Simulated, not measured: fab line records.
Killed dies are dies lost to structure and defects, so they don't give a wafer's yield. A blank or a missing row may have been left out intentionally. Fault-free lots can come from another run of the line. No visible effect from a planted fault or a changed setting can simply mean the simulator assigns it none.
Chamber matching / flow n5_finfet / N5_BEOL_M4_VIA_ETCH_34 on rie_diel-05 has 4 sister chambers
The step etches the open film in C4F6/O2, target depth 69.4 nm, time 65.9 s. 4 wafers are shown with their chamber, then 11 later ones without.

## EACH WAFER AND ITS CHAMBER
wafer=L083.1; chamber=0; showerhead_plenum_p_Torr (Torr)=2.96
wafer=L084.5; chamber=2; showerhead_plenum_p_Torr (Torr)=2.91
wafer=L084.6; chamber=3; showerhead_plenum_p_Torr (Torr)=2.84
wafer=L088.1; chamber=1; showerhead_plenum_p_Torr (Torr)=2.83

## WAFERS WITHOUT THEIR CHAMBER
wafer=L088.2; showerhead_plenum_p_Torr (Torr)=2.90
wafer=L088.6; showerhead_plenum_p_Torr (Torr)=2.83
wafer=L093.1; showerhead_plenum_p_Torr (Torr)=2.90
wafer=L093.3; showerhead_plenum_p_Torr (Torr)=2.95
wafer=L093.4; showerhead_plenum_p_Torr (Torr)=2.83
wafer=L096.1; showerhead_plenum_p_Torr (Torr)=2.82
wafer=L096.2; showerhead_plenum_p_Torr (Torr)=2.95
wafer=L096.5; showerhead_plenum_p_Torr (Torr)=2.82
wafer=L095.2; showerhead_plenum_p_Torr (Torr)=2.83
wafer=L095.3; showerhead_plenum_p_Torr (Torr)=2.82
wafer=L095.5; showerhead_plenum_p_Torr (Torr)=2.90

## CHAMBER TAKEN BY EACH
wafer=L088.2; from the rows above=2; in truth=2
wafer=L088.6; from the rows above=can't be placed: 1 or 3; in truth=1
wafer=L093.1; from the rows above=2; in truth=2
wafer=L093.3; from the rows above=0; in truth=0
wafer=L093.4; from the rows above=can't be placed: 1 or 3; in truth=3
wafer=L096.1; from the rows above=can't be placed: 1 or 3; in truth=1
wafer=L096.2; from the rows above=0; in truth=0
wafer=L096.5; from the rows above=can't be placed: 1 or 3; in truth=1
wafer=L095.2; from the rows above=can't be placed: 1 or 3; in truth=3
wafer=L095.3; from the rows above=can't be placed: 1 or 3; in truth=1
wafer=L095.5; from the rows above=2; in truth=2
Placed correctly: 5 of 11. From these rows, 6 cannot be placed; in 6 the true chamber is one of the candidates. Placed wrongly: 0.
How it was worked out, from the rows above alone: a wafer's distance from a chamber is the root of the sum, over the readings, of the square of ((its reading less the chamber's mean) divided by the reading's scatter). If the next closest chamber is less than 2 further off than the closest, the wafer can't be placed; otherwise it belongs to the closest. For every chamber, the mean is computed from those of its wafers that are shown. The scatter (one wafer shown for each chamber): square how far every hidden wafer sits from the nearest shown wafer, average those squares and take the square root.
